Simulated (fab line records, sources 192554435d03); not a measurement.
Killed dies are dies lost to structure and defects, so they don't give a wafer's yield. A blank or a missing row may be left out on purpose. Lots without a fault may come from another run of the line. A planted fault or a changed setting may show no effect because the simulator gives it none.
Chamber matching | flow n5_finfet | N5_SDB_STRIP_21 on rie_diel-05: 4 sister chambers
The step strips in CF4. 4 wafers are shown with their chamber, then 8 later ones without.

WAFERS WITH THEIR CHAMBER
wafer  | chamber | showerhead_plenum_p_Torr (Torr)
L080.5 | 0       | 1.75
L082.2 | 1       | 1.77
L082.4 | 2       | 1.85
L087.3 | 3       | 1.92

WAFERS WITHOUT THEIR CHAMBER
wafer  | showerhead_plenum_p_Torr (Torr)
L087.4 | 1.76
L087.5 | 1.85
L089.2 | 1.74
L089.4 | 1.85
L089.5 | 1.85
L090.1 | 1.76
L090.3 | 1.74
L090.5 | 1.85

WHICH CHAMBER EACH WENT THROUGH
wafer  | from the rows above     | in truth
L087.4 | can't be placed: 0 or 1 | 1
L087.5 | 2                       | 2
L089.2 | 0                       | 0
L089.4 | 2                       | 2
L089.5 | 2                       | 2
L090.1 | can't be placed: 0 or 1 | 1
L090.3 | 0                       | 0
L090.5 | 2                       | 2
Placed correctly: 6 of 8. Can't be placed from these rows: 2 (the true chamber is among the candidates in 2). Placed wrongly: 0.
How it was worked out, from the rows above alone: a wafer's distance from a chamber is the root of the sum, over the readings, of the square of ((its reading less the chamber's mean) divided by the reading's scatter). The wafer belongs to the nearest chamber; if the next one is less than 2 further off, it can't be placed. A chamber's mean is the mean of its shown wafers. The scatter: with one shown wafer a chamber, the root of the mean of the squares of how far each hidden wafer lies from its nearest shown one.
